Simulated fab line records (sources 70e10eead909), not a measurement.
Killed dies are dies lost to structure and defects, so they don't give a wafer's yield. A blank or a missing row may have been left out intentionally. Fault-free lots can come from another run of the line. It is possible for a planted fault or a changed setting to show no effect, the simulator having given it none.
The tool behind it: which one? / flow nand harc / Sampling: 24 lots, 72 wafers, 6 of 1302 route steps

== WHAT THE GAUGES READ, wafer by wafer ==
The record lacks any reading of a measuring or inspecting step that a usual standard deviation could be used to judge.

== WHAT TOOL EACH LOT RAN ON (gives the tool, then ch and the chambers of the sampled wafers, and finally the start) ==
lot=L074; NHARC_P_M1_DEP_33=pecvd-04 ch 0,1,2, day 6 13:37; NHARC_P_M2_DESCUM_14=rie diel-09 ch 2,3, day 6 14:54; NHARC_P_M2_ETCH_15=rie diel-09 ch 2,3, day 6 16:02 or earlier; NHARC_P_M2_DEGAS_29=pvd sputter-03, day 6 16:02; NHARC_P_M2_PVD_20=pvd sputter-03, day 6 17:40 or earlier; NHARC_P_M2_PRE_CLEAN_32=pecvd-04 ch 0,2, day 6 17:40
lot=L075; NHARC_P_M1_DEP_33=pecvd-03 ch 1,2, day 6 16:17; NHARC_P_M2_DESCUM_14=rie diel-09 ch 0,2,3, day 6 17:34; NHARC_P_M2_ETCH_15=rie diel-09 ch 0,2,3, day 6 18:35 or earlier; NHARC_P_M2_DEGAS_29=pvd sputter-02, day 6 18:35; NHARC_P_M2_PVD_20=pvd sputter-02, day 6 20:13 or earlier; NHARC_P_M2_PRE_CLEAN_32=pecvd-04 ch 1,2, day 6 20:13
lot=L076; NHARC_P_M1_DEP_33=pecvd-04 ch 1,2, day 7 03:58; NHARC_P_M2_DESCUM_14=rie diel-11 ch 1,3, day 7 05:14; NHARC_P_M2_ETCH_15=rie diel-11 ch 1,3, day 7 06:22 or earlier; NHARC_P_M2_DEGAS_29=pvd sputter-03, day 7 06:22; NHARC_P_M2_PVD_20=pvd sputter-03, day 7 08:01 or earlier; NHARC_P_M2_PRE_CLEAN_32=pecvd-03 ch 1,2, day 7 08:01
lot=L077; NHARC_P_M1_DEP_33=pecvd-01 ch 0,1,2, day 7 17:37; NHARC_P_M2_DESCUM_14=rie diel-11 ch 0,1,3, day 7 18:55; NHARC_P_M2_ETCH_15=rie diel-11 ch 0,1,3, day 7 19:59 or earlier; NHARC_P_M2_DEGAS_29=pvd sputter-02, day 7 19:59; NHARC_P_M2_PVD_20=pvd sputter-02, day 7 21:36 or earlier; NHARC_P_M2_PRE_CLEAN_32=pecvd-01 ch 0,1,2, day 7 21:36
lot=L078; NHARC_P_M1_DEP_33=pecvd-01 ch 0,1,2, day 7 20:00; NHARC_P_M2_DESCUM_14=rie diel-11 ch 0,1, day 7 21:26; NHARC_P_M2_ETCH_15=rie diel-11 ch 1,3, day 7 22:34 or earlier; NHARC_P_M2_DEGAS_29=pvd sputter-02, day 7 22:34; NHARC_P_M2_PVD_20=pvd sputter-02, day 8 00:11 or earlier; NHARC_P_M2_PRE_CLEAN_32=pecvd-04 ch 0,1, day 8 00:11
lot=L079; NHARC_P_M1_DEP_33=pecvd-01 ch 0,1,2, day 8 11:22; NHARC_P_M2_DESCUM_14=rie diel-09 ch 2,3, day 8 12:49; NHARC_P_M2_ETCH_15=rie diel-09 ch 0,1,2, day 8 13:55 or earlier; NHARC_P_M2_DEGAS_29=pvd sputter-03, day 8 13:55; NHARC_P_M2_PVD_20=pvd sputter-03, day 8 15:32 or earlier; NHARC_P_M2_PRE_CLEAN_32=pecvd-03 ch 0,1, day 8 15:32
lot=L080; NHARC_P_M1_DEP_33=pecvd-04 ch 0,1,2, day 8 23:14; NHARC_P_M2_DESCUM_14=rie diel-11 ch 0,1,3, day 9 00:32; NHARC_P_M2_ETCH_15=rie diel-11 ch 0,1,2, day 9 01:33 or earlier; NHARC_P_M2_DEGAS_29=pvd sputter-03, day 9 01:33; NHARC_P_M2_PVD_20=pvd sputter-03, day 9 03:13 or earlier; NHARC_P_M2_PRE_CLEAN_32=pecvd-04 ch 0,1,2, day 9 03:13
lot=L081; NHARC_P_M1_DEP_33=pecvd-01 ch 0,1, day 9 01:48; NHARC_P_M2_DESCUM_14=rie diel-06 ch 0,1,2, day 9 03:05; NHARC_P_M2_ETCH_15=rie diel-06 ch 1,2,3, day 9 04:10 or earlier; NHARC_P_M2_DEGAS_29=pvd sputter-02, day 9 04:10; NHARC_P_M2_PVD_20=pvd sputter-02, day 9 05:49 or earlier; NHARC_P_M2_PRE_CLEAN_32=pecvd-04 ch 0,1,2, day 9 05:49
lot=L082; NHARC_P_M1_DEP_33=pecvd-04 ch 0,2, day 9 19:23; NHARC_P_M2_DESCUM_14=rie diel-06 ch 1,2, day 9 20:46; NHARC_P_M2_ETCH_15=rie diel-06 ch 2,3, day 9 21:47 or earlier; NHARC_P_M2_DEGAS_29=pvd sputter-01, day 9 21:47; NHARC_P_M2_PVD_20=pvd sputter-01, day 9 23:25 or earlier; NHARC_P_M2_PRE_CLEAN_32=pecvd-03 ch 0,1,2, day 9 23:25
lot=L083; NHARC_P_M1_DEP_33=pecvd-04 ch 0,1,2, day 9 22:44; NHARC_P_M2_DESCUM_14=rie diel-11 ch 0,3, day 10 00:11; NHARC_P_M2_ETCH_15=rie diel-11 ch 0,2, day 10 01:11 or earlier; NHARC_P_M2_DEGAS_29=pvd sputter-01, day 10 01:11; NHARC_P_M2_PVD_20=pvd sputter-01, day 10 02:49 or earlier; NHARC_P_M2_PRE_CLEAN_32=pecvd-01 ch 0,1,2, day 10 02:49
lot=L084; NHARC_P_M1_DEP_33=pecvd-04 ch 0,1,2, day 10 18:30; NHARC_P_M2_DESCUM_14=rie diel-06 ch 0,2,3, day 10 19:55; NHARC_P_M2_ETCH_15=rie diel-06 ch 1,2,3, day 10 20:56 or earlier; NHARC_P_M2_DEGAS_29=pvd sputter-03, day 10 20:56; NHARC_P_M2_PVD_20=pvd sputter-03, day 10 22:36 or earlier; NHARC_P_M2_PRE_CLEAN_32=pecvd-01 ch 0,1,2, day 10 22:36
lot=L085; NHARC_P_M1_DEP_33=pecvd-04 ch 1,2, day 10 23:56; NHARC_P_M2_DESCUM_14=rie diel-11 ch 1,3, day 11 01:23; NHARC_P_M2_ETCH_15=rie diel-11 ch 0,1, day 11 02:29 or earlier; NHARC_P_M2_DEGAS_29=pvd sputter-01, day 11 02:29; NHARC_P_M2_PVD_20=pvd sputter-01, day 11 04:13 or earlier; NHARC_P_M2_PRE_CLEAN_32=pecvd-01 ch 0,1,2, day 11 04:13
lot=L086; NHARC_P_M1_DEP_33=pecvd-04 ch 1,2, day 11 05:31; NHARC_P_M2_DESCUM_14=rie diel-06 ch 0,1,2, day 11 06:47; NHARC_P_M2_ETCH_15=rie diel-06 ch 0,3, day 11 07:47 or earlier; NHARC_P_M2_DEGAS_29=pvd sputter-03, day 11 07:47; NHARC_P_M2_PVD_20=pvd sputter-03, day 11 09:26 or earlier; NHARC_P_M2_PRE_CLEAN_32=pecvd-04 ch 1,2, day 11 09:26
lot=L087; NHARC_P_M1_DEP_33=pecvd-01 ch 0,1, day 12 12:01; NHARC_P_M2_DESCUM_14=rie diel-09 ch 0,2, day 12 13:23; NHARC_P_M2_ETCH_15=rie diel-09 ch 1,2, day 12 14:30 or earlier; NHARC_P_M2_DEGAS_29=pvd sputter-02, day 12 14:30; NHARC_P_M2_PVD_20=pvd sputter-02, day 12 16:20 or earlier; NHARC_P_M2_PRE_CLEAN_32=pecvd-03 ch 0,2, day 12 16:20
lot=L089; NHARC_P_M1_DEP_33=pecvd-03 ch 0,1,2, day 12 12:05; NHARC_P_M2_DESCUM_14=rie diel-06 ch 1,2,3, day 12 13:23; NHARC_P_M2_ETCH_15=rie diel-06 ch 0,2,3, day 12 14:24 or earlier; NHARC_P_M2_DEGAS_29=pvd sputter-03, day 12 14:24; NHARC_P_M2_PVD_20=pvd sputter-03, day 12 16:01 or earlier; NHARC_P_M2_PRE_CLEAN_32=pecvd-01 ch 0,1,2, day 12 16:01
lot=L088; NHARC_P_M1_DEP_33=pecvd-01 ch 0,1,2, day 12 13:20; NHARC_P_M2_DESCUM_14=rie diel-09 ch 0,1,2, day 12 14:46; NHARC_P_M2_ETCH_15=rie diel-09 ch 0,2, day 12 15:50 or earlier; NHARC_P_M2_DEGAS_29=pvd sputter-01, day 12 15:50; NHARC_P_M2_PVD_20=pvd sputter-01, day 12 17:26 or earlier; NHARC_P_M2_PRE_CLEAN_32=pecvd-01 ch 0,2, day 12 17:26
lot=L090; NHARC_P_M1_DEP_33=pecvd-01 ch 0,1, day 13 05:46; NHARC_P_M2_DESCUM_14=rie diel-11 ch 1,2, day 13 07:05; NHARC_P_M2_ETCH_15=rie diel-11 ch 0,3, day 13 08:10 or earlier; NHARC_P_M2_DEGAS_29=pvd sputter-01, day 13 08:10; NHARC_P_M2_PVD_20=pvd sputter-01, day 13 10:04 or earlier; NHARC_P_M2_PRE_CLEAN_32=pecvd-01 ch 0,2, day 13 10:04
lot=L091; NHARC_P_M1_DEP_33=pecvd-01 ch 0,1, day 13 10:34; NHARC_P_M2_DESCUM_14=rie diel-09 ch 0,1,2, day 13 11:59; NHARC_P_M2_ETCH_15=rie diel-09 ch 0,1,3, day 13 13:07 or earlier; NHARC_P_M2_DEGAS_29=pvd sputter-03, day 13 13:07; NHARC_P_M2_PVD_20=pvd sputter-03, day 13 14:46 or earlier; NHARC_P_M2_PRE_CLEAN_32=pecvd-04 ch 1,2, day 13 14:46
lot=L092; NHARC_P_M1_DEP_33=pecvd-03 ch 0,1, day 14 04:34; NHARC_P_M2_DESCUM_14=rie diel-09 ch 1,2,3, day 14 05:56; NHARC_P_M2_ETCH_15=rie diel-09 ch 0,2,3, day 14 06:57 or earlier; NHARC_P_M2_DEGAS_29=pvd sputter-02, day 14 06:57; NHARC_P_M2_PVD_20=pvd sputter-02, day 14 08:37 or earlier; NHARC_P_M2_PRE_CLEAN_32=pecvd-03 ch 0,1, day 14 08:37
lot=L093; NHARC_P_M1_DEP_33=pecvd-04 ch 0,1,2, day 14 15:05; NHARC_P_M2_DESCUM_14=rie diel-11 ch 0,2, day 14 16:23; NHARC_P_M2_ETCH_15=rie diel-11 ch 0,3, day 14 17:23 or earlier; NHARC_P_M2_DEGAS_29=pvd sputter-02, day 14 17:23; NHARC_P_M2_PVD_20=pvd sputter-02, day 14 19:01 or earlier; NHARC_P_M2_PRE_CLEAN_32=pecvd-04 ch 0,2, day 14 19:01
lot=L094; NHARC_P_M1_DEP_33=pecvd-04 ch 1,2, day 14 22:25; NHARC_P_M2_DESCUM_14=rie diel-06 ch 0,1,2, day 14 23:50; NHARC_P_M2_ETCH_15=rie diel-06 ch 0,2,3, day 15 00:52 or earlier; NHARC_P_M2_DEGAS_29=pvd sputter-01, day 15 00:52; NHARC_P_M2_PVD_20=pvd sputter-01, day 15 02:29 or earlier; NHARC_P_M2_PRE_CLEAN_32=pecvd-01 ch 0,1,2, day 15 02:29
lot=L095; NHARC_P_M1_DEP_33=pecvd-03 ch 0,1,2, day 15 10:24; NHARC_P_M2_DESCUM_14=rie diel-09 ch 0,1, day 15 11:48; NHARC_P_M2_ETCH_15=rie diel-09 ch 0,1,3, day 15 12:49 or earlier; NHARC_P_M2_DEGAS_29=pvd sputter-02, day 15 12:49; NHARC_P_M2_PVD_20=pvd sputter-02, day 15 14:31 or earlier; NHARC_P_M2_PRE_CLEAN_32=pecvd-04 ch 0,1, day 15 14:31
lot=L096; NHARC_P_M1_DEP_33=pecvd-01 ch 0,1,2, day 15 13:33; NHARC_P_M2_DESCUM_14=rie diel-11 ch 0,2,3, day 15 15:01; NHARC_P_M2_ETCH_15=rie diel-11 ch 0,1,2, day 15 16:02 or earlier; NHARC_P_M2_DEGAS_29=pvd sputter-01, day 15 16:02; NHARC_P_M2_PVD_20=pvd sputter-01, day 15 17:40 or earlier; NHARC_P_M2_PRE_CLEAN_32=pecvd-04 ch 1,2, day 15 17:40
lot=L097; NHARC_P_M1_DEP_33=pecvd-04 ch 0,2, day 16 01:39; NHARC_P_M2_DESCUM_14=rie diel-09 ch 0,3, day 16 03:05; NHARC_P_M2_ETCH_15=rie diel-09 ch 0,1,3, day 16 04:07 or earlier; NHARC_P_M2_DEGAS_29=pvd sputter-03, day 16 04:07; NHARC_P_M2_PVD_20=pvd sputter-03, day 16 05:44 or earlier; NHARC_P_M2_PRE_CLEAN_32=pecvd-03 ch 0,2, day 16 05:44
- NHARC_P_M1_DEP_33: deposits SiCN, target thk 30 nm.
- NHARC_P_M2_DESCUM_14: chemistry O2, time 3 s.
- NHARC_P_M2_ETCH_15: etches the open film in C4F8/Ar, target depth 182.5 nm, time 91.2 s.
- NHARC_P_M2_DEGAS_29: time 60 s.
- NHARC_P_M2_PVD_20: deposits TaN, target thk 5 nm, time 8.06 s.
- NHARC_P_M2_PRE_CLEAN_32: time 12 s.

== AS READ BY THE TOOLS THEMSELVES (means over the sampled wafers that have a number; for cases with no such wafer, the mark the record gives instead) ==
NHARC_P_M1_DEP_33. Usual: heater power outer w 318 W, standard deviation 56; heater power w 582 W, standard deviation 60.
lot=L074; tool=pecvd-04; heater power outer w (W)=305; heater power w (W)=565; flag=
lot=L075; tool=pecvd-03; heater power outer w (W)=286; heater power w (W)=550; flag=
lot=L076; tool=pecvd-04; heater power outer w (W)=330; heater power w (W)=574; flag=
lot=L077; tool=pecvd-01; heater power outer w (W)=348; heater power w (W)=615; flag=
lot=L078; tool=pecvd-01; heater power outer w (W)=343; heater power w (W)=604; flag=
lot=L079; tool=pecvd-01; heater power outer w (W)=356; heater power w (W)=626; flag=
lot=L080; tool=pecvd-04; heater power outer w (W)=295; heater power w (W)=546; flag=
lot=L081; tool=pecvd-01; heater power outer w (W)=324; heater power w (W)=574; flag=
lot=L082; tool=pecvd-04; heater power outer w (W)=280; heater power w (W)=565; flag=
lot=L083; tool=pecvd-04; heater power outer w (W)=295; heater power w (W)=556; flag=
lot=L084; tool=pecvd-04; heater power outer w (W)=290; heater power w (W)=545; flag=
lot=L085; tool=pecvd-04; heater power outer w (W)=335; heater power w (W)=583; flag=
lot=L086; tool=pecvd-04; heater power outer w (W)=357; heater power w (W)=600; flag=
lot=L087; tool=pecvd-01; heater power outer w (W)=337; heater power w (W)=562; flag=
lot=L089; tool=pecvd-03; heater power outer w (W)=304; heater power w (W)=579; flag=
lot=L088; tool=pecvd-01; heater power outer w (W)=349; heater power w (W)=620; flag=
lot=L090; tool=pecvd-01; heater power outer w (W)=366; heater power w (W)=602; flag=
lot=L091; tool=pecvd-01; heater power outer w (W)=334; heater power w (W)=607; flag=
lot=L092; tool=pecvd-03; heater power outer w (W)=312; heater power w (W)=571; flag=
lot=L093; tool=pecvd-04; heater power outer w (W)=283; heater power w (W)=543; flag=
lot=L094; tool=pecvd-04; heater power outer w (W)=358; heater power w (W)=604; flag=
lot=L095; tool=pecvd-03; heater power outer w (W)=328; heater power w (W)=604; flag=
lot=L096; tool=pecvd-01; heater power outer w (W)=373; heater power w (W)=657; flag=
lot=L097; tool=pecvd-04; heater power outer w (W)=220; heater power w (W)=486; flag=

NHARC_P_M2_DESCUM_14. Usual: drypump motor current A 5.7 A, standard deviation 0.47; oes product au 1.002 a.u., standard deviation 0.01; rf vpp V 58.0 V, standard deviation 0.95; showerhead plenum p Torr 1.95 Torr, standard deviation 0.089; throttle valve pct 11.311 %, standard deviation 0.0084.
lot=L074; tool=rie diel-09; drypump motor current A (A)=5.6; oes product au (a.u.)=1.004; rf vpp V (V)=58.0; showerhead plenum p Torr (Torr)=1.83; throttle valve pct (%)=11.318; flag=
lot=L075; tool=rie diel-09; drypump motor current A (A)=6.0; oes product au (a.u.)=1.011; rf vpp V (V)=58.0; showerhead plenum p Torr (Torr)=1.91; throttle valve pct (%)=11.307; flag=
lot=L076; tool=rie diel-11; drypump motor current A (A)=5.8; oes product au (a.u.)=1.014; rf vpp V (V)=57.9; showerhead plenum p Torr (Torr)=1.97; throttle valve pct (%)=11.306; flag=
lot=L077; tool=rie diel-11; drypump motor current A (A)=5.7; oes product au (a.u.)=1.015; rf vpp V (V)=58.6; showerhead plenum p Torr (Torr)=1.91; throttle valve pct (%)=11.301; flag=
lot=L078; tool=rie diel-11; drypump motor current A (A)=5.8; oes product au (a.u.)=1.005; rf vpp V (V)=58.2; showerhead plenum p Torr (Torr)=1.91; throttle valve pct (%)=11.313; flag=
lot=L079; tool=rie diel-09; drypump motor current A (A)=5.6; oes product au (a.u.)=1.002; rf vpp V (V)=57.1; showerhead plenum p Torr (Torr)=1.83; throttle valve pct (%)=11.311; flag=
lot=L080; tool=rie diel-11; drypump motor current A (A)=5.7; oes product au (a.u.)=1.003; rf vpp V (V)=57.2; showerhead plenum p Torr (Torr)=1.91; throttle valve pct (%)=11.312; flag=
lot=L081; tool=rie diel-06; drypump motor current A (A)=5.5; oes product au (a.u.)=1.011; rf vpp V (V)=57.6; showerhead plenum p Torr (Torr)=2.01; throttle valve pct (%)=11.319; flag=
lot=L082; tool=rie diel-06; drypump motor current A (A)=5.8; oes product au (a.u.)=0.998; rf vpp V (V)=58.6; showerhead plenum p Torr (Torr)=2.03; throttle valve pct (%)=11.311; flag=
lot=L083; tool=rie diel-11; drypump motor current A (A)=5.6; oes product au (a.u.)=1.004; rf vpp V (V)=57.7; showerhead plenum p Torr (Torr)=1.85; throttle valve pct (%)=11.314; flag=
lot=L084; tool=rie diel-06; drypump motor current A (A)=5.3; oes product au (a.u.)=1.006; rf vpp V (V)=58.6; showerhead plenum p Torr (Torr)=2.01; throttle valve pct (%)=11.311; flag=
lot=L085; tool=rie diel-11; drypump motor current A (A)=5.6; oes product au (a.u.)=1.005; rf vpp V (V)=57.1; showerhead plenum p Torr (Torr)=1.91; throttle valve pct (%)=11.302; flag=
lot=L086; tool=rie diel-06; drypump motor current A (A)=5.5; oes product au (a.u.)=1.003; rf vpp V (V)=57.6; showerhead plenum p Torr (Torr)=2.01; throttle valve pct (%)=11.305; flag=
lot=L087; tool=rie diel-09; drypump motor current A (A)=6.1; oes product au (a.u.)=1.011; rf vpp V (V)=58.3; showerhead plenum p Torr (Torr)=1.96; throttle valve pct (%)=11.308; flag=
lot=L089; tool=rie diel-06; drypump motor current A (A)=5.7; oes product au (a.u.)=0.998; rf vpp V (V)=57.7; showerhead plenum p Torr (Torr)=2.03; throttle valve pct (%)=11.320; flag=
lot=L088; tool=rie diel-09; drypump motor current A (A)=6.0; oes product au (a.u.)=1.004; rf vpp V (V)=57.9; showerhead plenum p Torr (Torr)=1.92; throttle valve pct (%)=11.313; flag=
lot=L090; tool=rie diel-11; drypump motor current A (A)=5.6; oes product au (a.u.)=0.994; rf vpp V (V)=58.6; showerhead plenum p Torr (Torr)=2.03; throttle valve pct (%)=11.316; flag=
lot=L091; tool=rie diel-09; drypump motor current A (A)=6.0; oes product au (a.u.)=0.997; rf vpp V (V)=58.1; showerhead plenum p Torr (Torr)=1.92; throttle valve pct (%)=11.313; flag=
lot=L092; tool=rie diel-09; drypump motor current A (A)=5.9; oes product au (a.u.)=0.996; rf vpp V (V)=58.0; showerhead plenum p Torr (Torr)=1.87; throttle valve pct (%)=11.314; flag=
lot=L093; tool=rie diel-11; drypump motor current A (A)=5.3; oes product au (a.u.)=0.982; rf vpp V (V)=58.9; showerhead plenum p Torr (Torr)=1.98; throttle valve pct (%)=11.315; flag=
lot=L094; tool=rie diel-06; drypump motor current A (A)=5.5; oes product au (a.u.)=0.992; rf vpp V (V)=58.3; showerhead plenum p Torr (Torr)=2.01; throttle valve pct (%)=11.309; flag=
lot=L095; tool=rie diel-09; drypump motor current A (A)=6.4; oes product au (a.u.)=1.002; rf vpp V (V)=58.4; showerhead plenum p Torr (Torr)=2.00; throttle valve pct (%)=11.311; flag=
lot=L096; tool=rie diel-11; drypump motor current A (A)=5.5; oes product au (a.u.)=0.998; rf vpp V (V)=57.5; showerhead plenum p Torr (Torr)=1.92; throttle valve pct (%)=11.314; flag=
lot=L097; tool=rie diel-09; drypump motor current A (A)=6.4; oes product au (a.u.)=0.996; rf vpp V (V)=57.4; showerhead plenum p Torr (Torr)=1.93; throttle valve pct (%)=11.310; flag=

NHARC_P_M2_ETCH_15. Usual: oes product au 0.942 a.u., standard deviation 0.02; rf vpp V 441.8 V, standard deviation 2.8.
lot=L074; tool=rie diel-09; oes product au (a.u.)=0.956; rf vpp V (V)=439.0; flag=
lot=L075; tool=rie diel-09; oes product au (a.u.)=0.971; rf vpp V (V)=440.5; flag=
lot=L076; tool=rie diel-11; oes product au (a.u.)=0.940; rf vpp V (V)=440.9; flag=
lot=L077; tool=rie diel-11; oes product au (a.u.)=0.938; rf vpp V (V)=441.8; flag=
lot=L078; tool=rie diel-11; oes product au (a.u.)=0.941; rf vpp V (V)=441.5; flag=
lot=L079; tool=rie diel-09; oes product au (a.u.)=0.939; rf vpp V (V)=441.6; flag=
lot=L080; tool=rie diel-11; oes product au (a.u.)=0.975; rf vpp V (V)=442.8; flag=
lot=L081; tool=rie diel-06; oes product au (a.u.)=0.926; rf vpp V (V)=443.4; flag=
lot=L082; tool=rie diel-06; oes product au (a.u.)=0.927; rf vpp V (V)=444.5; flag=
lot=L083; tool=rie diel-11; oes product au (a.u.)=0.931; rf vpp V (V)=443.3; flag=
lot=L084; tool=rie diel-06; oes product au (a.u.)=0.924; rf vpp V (V)=444.1; flag=
lot=L085; tool=rie diel-11; oes product au (a.u.)=0.938; rf vpp V (V)=440.8; flag=
lot=L086; tool=rie diel-06; oes product au (a.u.)=0.933; rf vpp V (V)=444.6; flag=
lot=L087; tool=rie diel-09; oes product au (a.u.)=0.956; rf vpp V (V)=440.8; flag=
lot=L089; tool=rie diel-06; oes product au (a.u.)=0.935; rf vpp V (V)=443.8; flag=
lot=L088; tool=rie diel-09; oes product au (a.u.)=0.966; rf vpp V (V)=443.4; flag=
lot=L090; tool=rie diel-11; oes product au (a.u.)=0.970; rf vpp V (V)=439.0; flag=
lot=L091; tool=rie diel-09; oes product au (a.u.)=0.920; rf vpp V (V)=441.9; flag=
lot=L092; tool=rie diel-09; oes product au (a.u.)=0.942; rf vpp V (V)=441.0; flag=
lot=L093; tool=rie diel-11; oes product au (a.u.)=0.925; rf vpp V (V)=439.4; flag=
lot=L094; tool=rie diel-06; oes product au (a.u.)=0.929; rf vpp V (V)=443.7; flag=
lot=L095; tool=rie diel-09; oes product au (a.u.)=0.970; rf vpp V (V)=442.5; flag=
lot=L096; tool=rie diel-11; oes product au (a.u.)=0.923; rf vpp V (V)=442.6; flag=
lot=L097; tool=rie diel-09; oes product au (a.u.)=0.967; rf vpp V (V)=442.3; flag=

NHARC_P_M2_DEGAS_29. Usual: heater power w 323 W, standard deviation 31.
lot=L074; tool=pvd sputter-03; heater power w (W)=311; flag=
lot=L075; tool=pvd sputter-02; heater power w (W)=305; flag=
lot=L076; tool=pvd sputter-03; heater power w (W)=304; flag=
lot=L077; tool=pvd sputter-02; heater power w (W)=329; flag=
lot=L078; tool=pvd sputter-02; heater power w (W)=303; flag=
lot=L079; tool=pvd sputter-03; heater power w (W)=314; flag=
lot=L080; tool=pvd sputter-03; heater power w (W)=301; flag=
lot=L081; tool=pvd sputter-02; heater power w (W)=354; flag=
lot=L082; tool=pvd sputter-01; heater power w (W)=371; flag=
lot=L083; tool=pvd sputter-01; heater power w (W)=349; flag=
lot=L084; tool=pvd sputter-03; heater power w (W)=299; flag=
lot=L085; tool=pvd sputter-01; heater power w (W)=317; flag=
lot=L086; tool=pvd sputter-03; heater power w (W)=305; flag=
lot=L087; tool=pvd sputter-02; heater power w (W)=295; flag=
lot=L089; tool=pvd sputter-03; heater power w (W)=313; flag=
lot=L088; tool=pvd sputter-01; heater power w (W)=318; flag=
lot=L090; tool=pvd sputter-01; heater power w (W)=343; flag=
lot=L091; tool=pvd sputter-03; heater power w (W)=297; flag=
lot=L092; tool=pvd sputter-02; heater power w (W)=357; flag=
lot=L093; tool=pvd sputter-02; heater power w (W)=348; flag=
lot=L094; tool=pvd sputter-01; heater power w (W)=323; flag=
lot=L095; tool=pvd sputter-02; heater power w (W)=305; flag=
lot=L096; tool=pvd sputter-01; heater power w (W)=321; flag=
lot=L097; tool=pvd sputter-03; heater power w (W)=315; flag=

NHARC_P_M2_PVD_20. Usual: throttle valve pct 29.4 %, standard deviation 1.3.
lot=L074; tool=pvd sputter-03; throttle valve pct (%)=28.3; flag=
lot=L075; tool=pvd sputter-02; throttle valve pct (%)=29.2; flag=
lot=L076; tool=pvd sputter-03; throttle valve pct (%)=28.5; flag=
lot=L077; tool=pvd sputter-02; throttle valve pct (%)=30.1; flag=
lot=L078; tool=pvd sputter-02; throttle valve pct (%)=30.3; flag=
lot=L079; tool=pvd sputter-03; throttle valve pct (%)=29.7; flag=
lot=L080; tool=pvd sputter-03; throttle valve pct (%)=28.5; flag=
lot=L081; tool=pvd sputter-02; throttle valve pct (%)=29.4; flag=
lot=L082; tool=pvd sputter-01; throttle valve pct (%)=30.0; flag=
lot=L083; tool=pvd sputter-01; throttle valve pct (%)=28.6; flag=
lot=L084; tool=pvd sputter-03; throttle valve pct (%)=30.0; flag=
lot=L085; tool=pvd sputter-01; throttle valve pct (%)=30.4; flag=
lot=L086; tool=pvd sputter-03; throttle valve pct (%)=28.9; flag=
lot=L087; tool=pvd sputter-02; throttle valve pct (%)=29.5; flag=
lot=L089; tool=pvd sputter-03; throttle valve pct (%)=29.2; flag=
lot=L088; tool=pvd sputter-01; throttle valve pct (%)=29.0; flag=
lot=L090; tool=pvd sputter-01; throttle valve pct (%)=30.3; flag=
lot=L091; tool=pvd sputter-03; throttle valve pct (%)=28.9; flag=
lot=L092; tool=pvd sputter-02; throttle valve pct (%)=29.4; flag=
lot=L093; tool=pvd sputter-02; throttle valve pct (%)=30.1; flag=
lot=L094; tool=pvd sputter-01; throttle valve pct (%)=29.3; flag=
lot=L095; tool=pvd sputter-02; throttle valve pct (%)=29.6; flag=
lot=L096; tool=pvd sputter-01; throttle valve pct (%)=29.2; flag=
lot=L097; tool=pvd sputter-03; throttle valve pct (%)=29.1; flag=

NHARC_P_M2_PRE_CLEAN_32. Usual: heater power outer w 357 W, standard deviation 57; heater power w 632 W, standard deviation 61.
lot=L074; tool=pecvd-04; heater power outer w (W)=304; heater power w (W)=598; flag=
lot=L075; tool=pecvd-04; heater power outer w (W)=398; heater power w (W)=670; flag=
lot=L076; tool=pecvd-03; heater power outer w (W)=320; heater power w (W)=611; flag=
lot=L077; tool=pecvd-01; heater power outer w (W)=379; heater power w (W)=659; flag=
lot=L078; tool=pecvd-04; heater power outer w (W)=271; heater power w (W)=562; flag=
lot=L079; tool=pecvd-03; heater power outer w (W)=347; heater power w (W)=620; flag=
lot=L080; tool=pecvd-04; heater power outer w (W)=333; heater power w (W)=607; flag=
lot=L081; tool=pecvd-04; heater power outer w (W)=352; heater power w (W)=641; flag=
lot=L082; tool=pecvd-03; heater power outer w (W)=359; heater power w (W)=633; flag=
lot=L083; tool=pecvd-01; heater power outer w (W)=368; heater power w (W)=640; flag=
lot=L084; tool=pecvd-01; heater power outer w (W)=396; heater power w (W)=681; flag=
lot=L085; tool=pecvd-01; heater power outer w (W)=361; heater power w (W)=635; flag=
lot=L086; tool=pecvd-04; heater power outer w (W)=358; heater power w (W)=594; flag=
lot=L087; tool=pecvd-03; heater power outer w (W)=396; heater power w (W)=713; flag=
lot=L089; tool=pecvd-01; heater power outer w (W)=376; heater power w (W)=647; flag=
lot=L088; tool=pecvd-01; heater power outer w (W)=396; heater power w (W)=698; flag=
lot=L090; tool=pecvd-01; heater power outer w (W)=378; heater power w (W)=681; flag=
lot=L091; tool=pecvd-04; heater power outer w (W)=374; heater power w (W)=634; flag=
lot=L092; tool=pecvd-03; heater power outer w (W)=327; heater power w (W)=591; flag=
lot=L093; tool=pecvd-04; heater power outer w (W)=324; heater power w (W)=597; flag=
lot=L094; tool=pecvd-01; heater power outer w (W)=395; heater power w (W)=657; flag=
lot=L095; tool=pecvd-04; heater power outer w (W)=354; heater power w (W)=628; flag=
lot=L096; tool=pecvd-04; heater power outer w (W)=333; heater power w (W)=571; flag=
lot=L097; tool=pecvd-03; heater power outer w (W)=419; heater power w (W)=711; flag=

== THE ANSWER, worked out from the rows above alone ==
Rule: lot off if the mean of its wafers having a number is beyond 3 standard deviations from the usual mean. A lot without any number at a reading at which 4 lots or more have one is off too. Any other lot the step has rows for is counted as sound. First the gauges in route order, then the tools' own readings, where a lot's mean is used as printed above. The first step at which some lot is off is used, and at that step the reading that is off furthest; a lot without a number counts as furthest.
No lot is off at any reading shown: from this, nothing can be told.

== WHAT HAD BEEN PUT IN BY THE SIMULATOR ==
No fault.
